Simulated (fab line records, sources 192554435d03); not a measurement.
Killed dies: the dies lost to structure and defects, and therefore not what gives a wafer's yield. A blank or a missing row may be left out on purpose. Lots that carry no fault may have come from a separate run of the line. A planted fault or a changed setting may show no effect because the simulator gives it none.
fab line records	flow n5-finfet	part 2 of 2: steps 5 to 6 of 6
record lots=24	wafers=72	last-day=18
route steps=1938 shown ZERO_LAYER@14 WELL_APT@46 PMOS_HMC_CHANNEL_EPI@66 FIN_CUT@176 DUMMY_GATE@232
lots that met no fault: taken from a fault-free run of the same line
start-h: hours from the record's first day to the start of the lot's first wafer shown	wait-h: hours elapsed since this lot's preceding step	" same as the row above	L1.1+2: a single row standing in for several wafers	- no value, or no start given	* or withheld: withheld	< > ~ a bound
route shown NAME@n: NAME is a module with steps in the file, n the number in the route of the first one	usual: the fault-free wafers' mean and standard deviation	same: alike in all rows	chamber/n: place in a boat	sites: each site's reading	_std_site: the values' standard deviation	_edge_site: the outer-site mean with the inner-site mean subtracted	radius-mm: how far each site lies from the wafer's centre	mask NAME#n: copy n	behind: the most recent tool/chamber to have shaped the wafer	hold: the reason the lot was held/the length of the hold in hours/how it ended	device: the n, p or np transistor that did not switch	end of line: the tests these same wafers got at the end of their route	a step with no rows: only its recipe	killed: not the wafer's yield, but the dies lost to structure and defects at the first sort	map: dies across one wafer; x = killed, . = not, _ = none there
set.NAME: the setting the step ran with; set.NAME@STEP: the setting that earlier step ran with	model.NAME: the simulator's own value behind a step, which no gauge read
route steps across a sampled set of lots; one table per step, one row per wafer
services: a tool's chamber out of use, with start hour (start-h, from the record's first day; less than 0 if before it), hours out, and reason
## steps
# step N5_FIN_CUT_STRIP_22
# recipe chemistry=N2/H2	power-w=500	temp-c=40	pressure-mtorr=50	rf-frequency-hz=6e+07	overash-fraction=0.3	bias-power-w=8	h2-frac=0.5	n2-flow-sccm=300	h2-flow-sccm=300
# usual drypump-motor-current-A=5.8/0.51	n2-flow-sccm=300.0/0.95	oes-product-au=0.79/0.077	rf-vpp-V=54.1/2.1	showerhead-plenum-p-Torr=3.35/0.12	throttle-valve-pct=19.1/0.36
lot.wafer	tool	chamber	start-h	wait-h	drypump-motor-current-A	n2-flow-sccm	oes-product-au	rf-hours-counter-h	rf-vpp-V	showerhead-plenum-p-Torr	throttle-valve-pct
L074.1	rie-diel-03	2	28.42	0.0	6.1	301.7	0.74	179	53.5	3.48	19.0
L074.3	"	1	"	"	6.1	298.8	0.76	129	49.5	3.36	18.9
L074.4	"	0	"	"	5.9	301.1	0.86	50	55.8	3.42	18.9
L075.2	rie-diel-06	2	33.38	0.0	5.5	300.4	0.74	185	59.0	3.19	19.1
L075.5	"	1	"	"	6.3	300.8	0.82	-	55.9	3.55	19.7
L075.6	"	0	"	"	5.8	299.7	0.73	-	54.4	3.47	19.3
L076.1	rie-diel-03	2	39.38	0.0	6.1	298.9	0.75	183	55.4	3.48	19.0
L076.2	"	3	"	"	5.7	299.8	0.76	146	52.1	3.36	18.7
L076.4	"	0	"	"	5.9	299.4	0.87	54	54.8	3.42	19.0
L077.1	rie-diel-05	2	45.79	0.0	5.1	300.1	0.68	246	51.4	3.32	19.8
L077.4	"	0	"	"	6.8	298.4	0.90	-	52.3	3.54	18.6
L077.5	"	2	"	"	5.1	300.1	0.66	-	55.9	3.32	19.9
L078.3	rie-diel-03	1	52.18	0.0	6.1	300.2	0.75	137	54.4	3.36	19.0
L078.4	"	0	"	"	5.9	299.1	0.87	58	57.7	3.42	19.0
L078.5	"	0	"	"	5.9	297.5	0.85	-	54.0	3.42	18.9
L079.1	rie-diel-05	1	57.60	0.0	5.4	300.6	0.81	96	53.1	3.24	18.4
L079.3	"	3	"	"	5.1	300.7	0.69	212	51.5	3.20	19.2
L079.4	"	2	"	"	5.1	299.2	0.66	250	52.9	3.32	19.9
L080.2	rie-diel-03	0	66.55	0.0	5.9	299.8	0.84	63	53.3	3.42	19.0
L080.5	"	1	"	"	6.1	300.6	0.77	-	53.2	3.35	19.0
L080.6	"	0	"	"	5.9	300.7	0.87	-	52.0	3.42	18.9
L081.1	rie-diel-06	3	70.31	0.0	5.9	299.1	0.90	45	58.3	3.30	18.7
L081.3	"	1	"	"	6.3	300.5	0.80	117	53.3	3.54	19.7
L081.4	"	2	"	"	5.4	300.9	0.76	197	55.3	3.19	19.1
L082.2	rie-diel-05	0	76.86	0.0	6.8	298.1	0.87	63	48.8	3.54	18.6
L082.4	"	3	"	"	5.1	297.6	0.68	218	55.3	3.20	19.2
L082.5	"	2	"	"	5.1	299.8	0.97	-	56.8	3.32	19.4
L083.1	rie-diel-05	2	83.01	0.0	5.1	299.9	0.97	5	58.6	3.32	19.5
L083.4	"	0	"	"	6.8	301.5	0.86	65	52.2	3.54	18.7
L083.5	"	2	"	"	5.1	298.9	0.95	-	56.2	3.32	19.5
L084.1	rie-diel-05	2	87.32	0.0	5.1	300.1	0.95	6	54.2	3.32	19.4
L084.5	"	1	"	"	5.4	301.2	0.80	-	52.3	3.23	18.5
L084.6	"	2	"	"	5.1	299.7	0.97	-	54.2	3.32	19.5
L085.2	rie-diel-06	2	97.17	0.1	5.5	300.8	0.73	207	59.4	3.18	19.0
L085.3	"	0	"	"	5.8	302.7	0.72	214	53.0	3.46	19.3
L085.4	"	2	"	"	5.5	300.2	0.72	-	54.7	3.18	19.0
L086.1	rie-diel-06	0	101.36	0.0	5.8	301.0	0.72	215	56.7	3.45	19.2
L086.3	"	1	"	"	6.4	300.3	0.78	127	57.6	3.53	19.7
L086.5	"	0	"	"	5.8	299.4	0.70	-	55.5	3.45	19.3
L087.1	rie-diel-06	0	106.05	0.0	5.8	298.2	0.73	217	54.1	3.45	19.3
L087.5	"	2	"	"	5.4	301.5	0.72	-	52.5	3.18	19.1
L087.6	"	3	"	"	5.9	299.7	0.88	-	54.1	3.29	18.7
L088.1	rie-diel-03	2	112.82	0.1	6.1	300.2	0.71	205	52.9	3.47	19.1
L088.2	"	0	"	"	5.9	299.3	0.83	78	48.9	3.41	19.0
L088.5	"	2	"	"	6.1	299.8	0.72	-	50.6	3.47	19.0
L089.1	rie-diel-06	3	117.38	0.0	5.9	301.9	0.88	55	51.8	3.29	18.8
L089.4	"	1	"	"	6.3	300.5	0.79	131	54.7	3.53	19.7
L089.5	"	2	"	"	5.4	299.0	0.72	-	55.3	3.18	19.0
L090.2	rie-diel-03	1	123.85	0.1	6.1	298.7	0.75	156	56.4	3.35	19.0
L090.3	"	3	"	"	5.7	302.2	0.74	173	54.6	3.34	18.7
L090.5	"	0	"	"	6.0	300.7	0.82	-	58.2	3.41	19.0
L091.3	rie-diel-06	1	129.25	0.1	6.4	300.9	0.80	134	51.0	3.53	19.8
L091.4	"	0	"	"	5.8	298.4	0.72	222	56.4	3.45	19.2
L091.5	"	2	"	"	5.5	300.4	0.73	-	54.6	3.18	19.1
L092.2	rie-diel-05	1	135.53	0.0	5.4	301.3	0.81	120	53.2	3.23	18.5
L092.4	"	3	"	"	5.1	301.6	0.69	236	53.9	3.19	19.2
L092.5	"	2	"	"	5.1	300.0	0.93	-	52.9	3.31	19.5
L093.3	rie-diel-05	2	143.87	0.0	5.1	299.2	0.92	24	55.1	3.31	19.5
L093.5	"	2	"	"	5.1	298.6	0.89	-	55.4	3.31	19.5
L093.6	"	0	"	"	6.8	299.6	0.87	-	56.4	3.53	18.7
L094.2	rie-diel-03	0	148.55	0.0	5.9	300.0	0.81	90	56.1	3.40	19.0
L094.3	"	3	"	"	5.6	299.8	0.73	180	54.3	3.34	18.7
L094.5	"	0	"	"	5.9	300.1	0.80	-	55.1	3.40	19.0
L095.1	rie-diel-06	2	154.88	0.2	5.4	298.8	0.74	225	54.4	3.17	19.1
L095.4	"	3	"	"	5.9	298.7	0.84	67	52.9	3.28	18.7
L095.6	"	3	"	"	6.0	300.8	0.84	-	54.0	3.28	18.8
L096.2	rie-diel-05	1	160.66	0.2	5.4	299.8	0.78	129	55.9	3.22	18.6
L096.4	"	3	"	"	5.1	300.9	0.68	245	53.4	3.18	19.2
L096.5	"	2	"	"	5.1	301.1	0.88	-	51.3	3.31	19.5
L097.3	rie-diel-05	0	167.28	0.0	6.8	299.0	0.85	91	53.9	3.52	18.7
L097.5	"	2	"	"	5.1	298.7	0.89	-	55.1	3.30	19.5
L097.6	"	1	"	"	5.4	300.3	0.78	-	54.2	3.22	18.6
# step N5_DUMMY_GATE_OVL_MEAS_16
# recipe points-per-wafer=522
# usual GATE_OVL=-0.2/0.83
lot.wafer	tool	chamber	start-h	wait-h	GATE_OVL[nm]
L074.1	overlay-01	0	49.88	0.0	0.3
L074.3	"	0	"	"	0.2
L074.4	"	0	"	"	0.8
L075.2	overlay-02	0	51.92	0.0	-1.2
L075.5	"	0	"	"	-0.4
L075.6	"	0	"	"	-1.2
L076.1	overlay-02	0	57.79	0.0	-0.6
L076.2	"	0	"	"	0.4
L076.4	"	0	"	"	0.6
L077.1	overlay-01	0	63.96	0.0	-0.9
L077.4	"	0	"	"	-0.2
L077.5	"	0	"	"	-0.2
L078.3	overlay-01	0	70.53	0.0	-0.3
L078.4	"	0	"	"	0.1
L078.5	"	0	"	"	-1.5
L079.1	overlay-02	0	75.53	0.0	0.6
L079.3	"	0	"	"	0.4
L079.4	"	0	"	"	-0.5
L080.2	overlay-01	0	84.08	0.0	-0.3
L080.5	"	0	"	"	-1.1
L080.6	"	0	"	"	-0.6
L081.1	overlay-01	0	88.16	0.0	1.2
L081.3	"	0	"	"	1.0
L081.4	"	0	"	"	1.7
L082.2	overlay-01	0	94.29	0.0	0.2
L082.4	"	0	"	"	-1.7
L082.5	"	0	"	"	-1.0
L083.1	overlay-02	0	103.39	0.0	0.3
L083.4	"	0	"	"	0.1
L083.5	"	0	"	"	-0.3
L084.1	overlay-01	0	105.07	0.0	-0.6
L084.5	"	0	"	"	0.1
L084.6	"	0	"	"	0.3
L085.2	overlay-01	0	116.07	0.0	1.0
L085.3	"	0	"	"	-0.3
L085.4	"	0	"	"	0.6
L086.1	overlay-01	0	119.34	0.0	0.8
L086.3	"	0	"	"	-0.1
L086.5	"	0	"	"	-0.6
L087.1	overlay-01	0	124.49	0.0	0.3
L087.5	"	0	"	"	-0.3
L087.6	"	0	"	"	0.3
L088.1	overlay-01	0	130.26	0.0	-1.0
L088.2	"	0	"	"	-0.9
L088.5	"	0	"	"	-1.1
L089.1	overlay-01	0	135.48	0.0	-1.2
L089.4	"	0	"	"	0.2
L089.5	"	0	"	"	-0.9
L090.2	overlay-02	0	141.46	0.0	-0.3
L090.3	"	0	"	"	-0.8
L090.5	"	0	"	"	-0.6
L091.3	overlay-02	0	149.95	0.0	-0.1
L091.4	"	0	"	"	0.9
L091.5	"	0	"	"	0.3
L092.2	overlay-01	0	153.47	0.0	-0.1
L092.4	"	0	"	"	-0.2
L092.5	"	0	"	"	-0.1
L093.3	overlay-02	0	161.71	0.1	2.0
L093.5	"	0	"	"	1.1
L093.6	"	0	"	"	1.6
L094.2	overlay-02	0	166.23	0.0	-1.0
L094.3	"	0	"	"	0.6
L094.5	"	0	"	"	-1.7
L095.1	overlay-02	0	172.46	0.0	-1.4
L095.4	"	0	"	"	-1.4
L095.6	"	0	"	"	-0.8
L096.2	overlay-01	0	178.09	0.0	-0.5
L096.4	"	0	"	"	0.2
L096.5	"	0	"	"	-0.1
L097.3	overlay-02	0	185.45	0.0	-1.4
L097.5	"	0	"	"	-1.5
L097.6	"	0	"	"	-0.5
## services
tool	chamber	start-h	hours	kind
rie-si-06	-	0.03	0.5	repair
rie-diel-03	1	2.83	1.8	repair
rie-diel-06	3	7.12	14.0	repair
rie-diel-01	2	9.58	6.9	repair
rie-diel-01	3	12.47	18.8	repair
rie-si-06	2	20.91	8.1	repair
rie-diel-05	0	28.35	1.7	repair
rie-diel-05	1	44.15	5.6	repair
rie-diel-02	-	46.23	2.8	pm
rie-si-03	-	48.79	2.8	pm
rie-diel-02	2	49.88	22.3	repair
rie-diel-05	0	62.71	3.0	repair
rie-diel-01	1	68.06	6.8	repair
rie-diel-06	1	79.24	2.5	repair
rie-diel-06	3	91.35	10.4	repair
rie-diel-01	1	98.46	4.6	repair
rie-si-06	-	101.37	0.1	repair
rie-diel-03	1	111.25	11.3	repair
rie-si-06	-	131.08	15.6	pm
rie-diel-05	1	140.23	4.2	repair
rie-diel-05	0	144.19	3.1	repair
rie-diel-04	3	149.90	3.7	repair
rie-diel-03	1	156.24	7.0	repair
rie-diel-03	2	158.64	5.7	repair
